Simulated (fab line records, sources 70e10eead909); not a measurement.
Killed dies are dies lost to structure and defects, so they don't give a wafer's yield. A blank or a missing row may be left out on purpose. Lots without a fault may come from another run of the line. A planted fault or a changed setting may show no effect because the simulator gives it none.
Which tool did it? | flow nand_harc | 12 lots, 36 wafers sampled, at 1 step of a route of 1302

WHAT THE GAUGES READ, wafer by wafer
NHARC_A_M1_CD_MEAS_09: target cd 120 nm.
lot  | measured     | on        | cd_nm (nm)
L075 | day 23 04:27 | cd_sem-02 | 120.1 119.6 120.4
L077 | day 24 05:28 | cd_sem-01 | 120.9 120.6 120.6
L080 | day 25 16:28 | cd_sem-03 | 119.4 119.9 120.5
L081 | day 25 19:58 | cd_sem-01 | 119.9 120.5 120.3
L083 | day 26 15:46 | cd_sem-03 | 120.4 119.9 119.8
L084 | day 27 10:11 | cd_sem-03 | 120.1 120.1 119.8
L087 | day 28 06:20 | cd_sem-01 | 120.9 120.2 120.2
L090 | day 28 23:32 | cd_sem-01 | 119.7 120.1 119.9
L092 | day 30 03:26 | cd_sem-01 | 120.1 120.8 120.7
L094 | day 31 03:05 | cd_sem-01 | 120.5 120.8 120.8
L095 | day 31 22:46 | cd_sem-01 | 120.4 121.2 120.1
L097 | day 33 08:07 | cd_sem-03 | 120.5 121.0 120.9

WHICH TOOL RAN EACH LOT (tool, then ch and the chambers of the sampled wafers, then the start)
The record holds no process step before these readings.

THE ANSWER, worked out from the rows above alone
Rule: what is usual is taken from the lots themselves. Put in order of their means at a reading, lots are off if they are a third of the lots or fewer, leave a main group of 4 or more, and stand apart from it by a gap of 3 or more times the standard deviation of the main group's means; of several such gaps the widest counts. A main group whose means are all the same, to the digits that the tables above print for the reading, isn't used. A lot without any number at a reading at which 4 lots or more have one is off too. The other lots that the step has rows for count as sound.
No lot is off at any reading shown: from this, nothing can be told.

WHAT THE SIMULATOR HAD PUT IN
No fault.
